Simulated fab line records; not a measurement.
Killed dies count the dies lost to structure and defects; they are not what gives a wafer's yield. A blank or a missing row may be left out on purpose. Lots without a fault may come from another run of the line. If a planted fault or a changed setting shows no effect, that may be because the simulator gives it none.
Which tool is to blame? | flow nandHarc | 12 lots, 36 wafers sampled, at 5 steps of a route of 1302

WHAT EACH GAUGE READ, for each wafer
NHARC_END_SORT_01. Usual: killedAtArray 51, standard deviation 18; killedAtOther 1.0, standard deviation 1.2; killedAtPeriphery 3.7, standard deviation 2.9; killedDies 55, standard deviation 19; killedOpen 3.5, standard deviation 1.9; killedShort 2.6, standard deviation 1.6.
lot  | measured     | on        | killedAtArray | killedAtOther | killedAtPeriphery | killedDies  | killedOpen | killedShort | flag
L694 | day 26 06:56 | prober-01 | 674 672 675   | 1 2 1         | 2 3 1             | 677 677 677 | 5 3 4      | 2 3 2       | OFF
L693 | day 26 06:08 | prober-02 | 673 676 674   | 0 0 0         | 4 1 3             | 677 677 677 | 5 2 3      | 3 1 4       | OFF
L700 | day 29 10:55 | prober-02 | 671 670 671   | 0 0 0         | 6 7 6             | 677 677 677 | 4 3 4      | 5 2 2       | OFF
L702 | day 30 13:44 | prober-02 | 61            | 1             | 14                | 76          | 5          | 3           | OFF

WHAT TOOL EACH LOT RAN ON (gives the tool, then ch and the chambers of the sampled wafers, and finally the start)
lot  | NHARC_A_CHANNEL_HOLE_D1_ETCH_26 | NHARC_A_CHANNEL_FILL_D1_CVD_18                                      | NHARC_A_CHANNEL_FILL_D1_ETCHBACK_20 | NHARC_A_CHANNEL_FILL_D1_ETCHBACK_08
L688 | harEtch-01 ch 0,1, day 8 21:49  | lpcvdPoly-01 ch 0, day 9 22:50                                      | rieDiel-07 ch 0,1, day 10 01:00     | rieDiel-07 ch 0,2,3, no start
L690 | harEtch-02 ch 0,1, day 9 17:12  | lpcvdPoly-03 ch 0, day 10 18:56                                     | rieDiel-08 ch 0,3, day 10 21:08     | rieDiel-01 ch 0,1,2, no start
L694 | harEtch-02 ch 0,1, day 10 20:40 | lpcvdPoly-03 ch 0, day 11 20:58                                     | rieDiel-01 ch 0,1, day 12 01:43     | rieDiel-08 ch 0,2,3, day 26 06:56 or earlier
L693 | harEtch-01 ch 0,1, day 10 21:48 | lpcvdPoly-03 ch 0, day 11 20:58                                     | rieDiel-07 ch 1,2, day 12 01:43     | rieDiel-01 ch 0,1, day 26 06:08 or earlier
L695 | harEtch-02 ch 0,1, day 11 16:10 | lpcvdPoly-01 ch 0, day 12 16:29                                     | rieDiel-07 ch 1,2,3, day 12 18:41   | rieDiel-08 ch 0,1, no start
L697 | harEtch-02 ch 0,1, day 12 13:30 | lpcvdPoly-01 ch 0, day 13 13:34                                     | rieDiel-07 ch 0,3, day 13 15:48     | rieDiel-07 ch 0,1,3, no start
L700 | harEtch-02 ch 0,1, day 13 13:52 | lpcvdPoly-03 ch 0, day 14 13:50 and lpcvdPoly-01 ch 0, day 14 16:05 | rieDiel-01 ch 0,1,3, day 14 18:38   | rieDiel-01 ch 0,2,3, day 29 10:55 or earlier
L702 | harEtch-01 ch 0,1, day 15 02:50 | lpcvdPoly-03 ch 0, day 16 05:19                                     | rieDiel-07 ch 0,1,2, day 16 07:31   | rieDiel-08 ch 1,2,3, day 30 13:44 or earlier
L705 | harEtch-01 ch 0, day 16 00:45   | lpcvdPoly-03 ch 0, day 17 02:12                                     | rieDiel-07 ch 0,1,2, day 17 04:29   | rieDiel-08 ch 2,3, no start
L709 | harEtch-01 ch 0,1, day 17 20:57 | lpcvdPoly-01 ch 0, day 18 21:26                                     | rieDiel-07 ch 2,3, day 18 23:39     | rieDiel-01 ch 0,1, no start
L710 | harEtch-02 ch 0,1, day 18 03:59 | lpcvdPoly-02 ch 0, day 19 04:23                                     | rieDiel-07 ch 1,3, day 19 06:35     | rieDiel-08 ch 2,3, no start
L711 | harEtch-02 ch 0,1, day 18 12:19 | lpcvdPoly-02 ch 0, day 19 12:42                                     | rieDiel-07 ch 0,3, day 19 14:53     | rieDiel-01 ch 1,3, no start
- NHARC_A_CHANNEL_HOLE_D1_ETCH_26: etches the open film in C4F8/O2/Ar, time 224.1 s, target depth 300 nm.
- NHARC_A_CHANNEL_FILL_D1_CVD_18: deposits poly-Si, target thk 3 nm.
- NHARC_A_CHANNEL_FILL_D1_ETCHBACK_20: etches the open film in C4F8/O2/Ar, target depth 27 nm, time 13.5 s.
- NHARC_A_CHANNEL_FILL_D1_ETCHBACK_08: etches the open film in C4F8, target depth 220 nm, time 110 s.

WHAT THE TOOLS THEMSELVES READ (means of the sampled wafers that have a number; where no wafer has one, the mark that the record gives instead)
NHARC_A_CHANNEL_HOLE_D1_ETCH_26. Usual: drypumpMotorCurrentA 6.03 A, standard deviation 0.13; oesAirLineAu 0.999 a.u., standard deviation 0.021; showerheadPlenumPTorr 3.76 Torr, standard deviation 0.032; throttleValvePct 24.584 %, standard deviation 0.0097.
lot  | tool       | drypumpMotorCurrentA (A) | oesAirLineAu (a.u.) | showerheadPlenumPTorr (Torr) | throttleValvePct (%) | flag
L688 | harEtch-01 | 5.93                     | 0.983               | 3.78                         | 24.578               | 
L690 | harEtch-02 | 6.03                     | 0.999               | 3.81                         | 24.583               | 
L694 | harEtch-02 | 6.07                     | 1.022               | 3.80                         | 24.583               | 
L693 | harEtch-01 | 5.93                     | 1.001               | 3.76                         | 24.579               | 
L695 | harEtch-02 | 6.12                     | 0.991               | 3.79                         | 24.584               | 
L697 | harEtch-02 | 6.05                     | 0.981               | 3.78                         | 24.578               | 
L700 | harEtch-02 | 6.11                     | 0.994               | 3.78                         | 24.588               | 
L702 | harEtch-01 | 5.92                     | 1.016               | 3.73                         | 24.584               | 
L705 | harEtch-01 | 6.07                     | 1.002               | 3.72                         | 24.594               | 
L709 | harEtch-01 | 6.00                     | 1.009               | 3.70                         | 24.586               | 
L710 | harEtch-02 | 6.12                     | 1.013               | 3.75                         | 24.581               | 
L711 | harEtch-02 | 6.09                     | 0.990               | 3.74                         | 24.589               | 

NHARC_A_CHANNEL_FILL_D1_CVD_18. Usual: spikeTcBottomC 571.0 C, standard deviation 2.1; spikeTcUpperC 550.1 C, standard deviation 1.1; zonePowerBottomPct 10.82 %, standard deviation 0.28; zonePowerUpperPct 7.5 %, standard deviation 0.54.
lot  | tool                      | spikeTcBottomC (C) | spikeTcUpperC (C) | zonePowerBottomPct (%) | zonePowerUpperPct (%) | flag
L688 | lpcvdPoly-01              | 572.4              | 550.1             | 11.13                  | 8.3                   | 
L690 | lpcvdPoly-03              | 568.9              | 550.1             | 10.55                  | 7.2                   | 
L694 | lpcvdPoly-03              | 569.2              | 550.7             | 10.61                  | 7.2                   | 
L693 | lpcvdPoly-03              | 569.4              | 550.1             | 10.63                  | 7.2                   | 
L695 | lpcvdPoly-01              | 572.3              | 549.9             | 11.03                  | 8.2                   | 
L697 | lpcvdPoly-01              | 571.3              | 549.3             | 11.28                  | 8.3                   | 
L700 | lpcvdPoly-03/lpcvdPoly-01 | 571.0              | 550.3             | 10.82                  | 7.7                   | 
L702 | lpcvdPoly-03              | 569.6              | 549.5             | 10.57                  | 7.2                   | 
L705 | lpcvdPoly-03              | 569.4              | 549.8             | 10.54                  | 7.1                   | 
L709 | lpcvdPoly-01              | 572.4              | 549.6             | 11.18                  | 8.3                   | 
L710 | lpcvdPoly-02              | 573.2              | 550.7             | 10.87                  | 7.0                   | 
L711 | lpcvdPoly-02              | 574.3              | 550.0             | 10.89                  | 6.9                   | 

NHARC_A_CHANNEL_FILL_D1_ETCHBACK_20. Usual: biasW 1500 W, standard deviation 4.1; oesProductAu 0.96 a.u., standard deviation 0.036; rfVppV 978 V, standard deviation 6.1.
lot  | tool       | biasW (W) | oesProductAu (a.u.) | rfVppV (V) | flag
L688 | rieDiel-07 | 1500      | 1.02                | 982        | 
L690 | rieDiel-08 | 1499      | 0.99                | 978        | 
L694 | rieDiel-01 | 1499      | 0.94                | 984        | 
L693 | rieDiel-07 | 1497      | 0.93                | 975        | 
L695 | rieDiel-07 | 1500      | 0.94                | 973        | 
L697 | rieDiel-07 | 1495      | 1.01                | 982        | 
L700 | rieDiel-01 | 1501      | 0.92                | 984        | 
L702 | rieDiel-07 | 1499      | 1.00                | 979        | 
L705 | rieDiel-07 | 1499      | 1.00                | 978        | 
L709 | rieDiel-07 | 1503      | 0.92                | 975        | 
L710 | rieDiel-07 | 1505      | 1.00                | 971        | 
L711 | rieDiel-07 | 1501      | 0.98                | 975        | 

NHARC_A_CHANNEL_FILL_D1_ETCHBACK_08. Usual: oesProductAu 0.97 a.u., standard deviation 0.034; rfVppV 441.3 V, standard deviation 2.6.
lot  | tool       | oesProductAu (a.u.) | rfVppV (V) | flag
L688 | rieDiel-07 | 0.93                | 441.3      | 
L690 | rieDiel-01 | 1.01                | 441.5      | 
L694 | rieDiel-08 | 0.97                | 441.8      | 
L693 | rieDiel-01 | 1.01                | 443.6      | 
L695 | rieDiel-08 | 0.94                | 439.8      | 
L697 | rieDiel-07 | 0.93                | 440.3      | 
L700 | rieDiel-01 | 0.92                | 442.0      | 
L702 | rieDiel-08 | 1.00                | 441.9      | 
L705 | rieDiel-08 | 0.97                | 442.5      | 
L709 | rieDiel-01 | 0.98                | 444.4      | 
L710 | rieDiel-08 | 0.98                | 443.0      | 
L711 | rieDiel-01 | 0.92                | 443.6      | 

THE ANSWER, worked out from the rows above alone
Rule: lot off if the mean of its wafers having a number is beyond 3 standard deviations from the usual mean. Also off: a lot with no number at a reading for which 4 or more lots have one. All remaining lots with rows at the step are treated as sound. Order of review: gauges by route order, followed by the tools' own readings, for which a lot's mean as printed above is used. At the first step where some lot is off, the reading lying furthest off is the one used; lots without a number count as furthest.
Off: L694, L693, L700, at NHARC_END_SORT_01 (killedAtArray). Neither off nor sound, because the step has no rows for them: L688, L690, L695, L697, L705, L709, L710, L711.
If a tool, at a process step before that reading, ran all the lots that are off and no sound lot after the first of them, it fits. Those tools and the gauges at NHARC_END_SORT_01 are tried in the same way. NHARC_A_CHANNEL_FILL_D1_ETCHBACK_08 gives no start for some lots, so the hours and the order of its lots are those of NHARC_END_SORT_01. Of those tried, none fits.

WHAT HAD BEEN PUT IN BY THE SIMULATOR
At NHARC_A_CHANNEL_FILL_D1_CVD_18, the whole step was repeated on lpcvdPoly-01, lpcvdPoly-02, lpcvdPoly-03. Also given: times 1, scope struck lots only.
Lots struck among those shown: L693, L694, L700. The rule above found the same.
